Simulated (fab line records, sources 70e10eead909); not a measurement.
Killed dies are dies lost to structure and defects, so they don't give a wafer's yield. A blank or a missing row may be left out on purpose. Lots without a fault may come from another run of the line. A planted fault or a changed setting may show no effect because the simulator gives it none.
Chamber matching | flow nand_harc | NHARC_P_M0_CMP_23 on cmp-01: 4 sister chambers
The step polishes, t overpolish 20 s, target thk 117.54 nm. 8 wafers are shown with their chamber, then 12 later ones without.

WAFERS WITH THEIR CHAMBER
wafer  | chamber | motor_current_A (A) | time_to_endpoint_s (s)
L089.2 | 1       | 14.5                | 23.9
L088.5 | 0       | 11.0                | 27.4
L087.1 | 3       | 10.9                | 22.6
L087.2 | 2       | 12.5                | 27.5
L087.3 | 1       | 14.9                | 25.5
L087.4 | 0       | 11.5                | 24.6
L087.5 | 3       | 11.8                | 21.0
L087.6 | 2       | 12.0                | 26.8

WAFERS WITHOUT THEIR CHAMBER
wafer  | motor_current_A (A) | time_to_endpoint_s (s)
L090.1 | 12.7                | 30.9
L090.4 | 14.7                | 28.2
L090.5 | 15.2                | 29.9
L092.3 | 11.0                | 27.0
L092.5 | 10.8                | 26.2
L092.6 | 14.8                | 26.1
L096.2 | 11.1                | 22.2
L096.4 | 11.4                | 26.8
L096.5 | 11.1                | 25.8
L097.1 | 15.5                | 27.8
L097.5 | 11.2                | 28.3
L097.6 | 15.3                | 25.6

WHICH CHAMBER EACH WENT THROUGH
wafer  | from the rows above     | in truth
L090.1 | can't be placed: 2 or 0 | 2
L090.4 | 1                       | 1
L090.5 | 1                       | 1
L092.3 | can't be placed: 0 or 2 | 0
L092.5 | 0                       | 0
L092.6 | 1                       | 1
L096.2 | 3                       | 3
L096.4 | can't be placed: 0 or 2 | 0
L096.5 | 0                       | 0
L097.1 | 1                       | 1
L097.5 | can't be placed: 0 or 2 | 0
L097.6 | 1                       | 1
Placed correctly: 8 of 12. Can't be placed from these rows: 4 (the true chamber is among the candidates in 4). Placed wrongly: 0.
How it was worked out, from the rows above alone: a wafer's distance from a chamber is the root of the sum, over the readings, of the square of ((its reading less the chamber's mean) divided by the reading's scatter). The wafer belongs to the nearest chamber; if the next one is less than 2 further off, it can't be placed. A chamber's mean is the mean of its shown wafers. The scatter: the root of (the sum of the squares of (reading less its chamber's mean) over the shown wafers, divided by (wafers less chambers)).
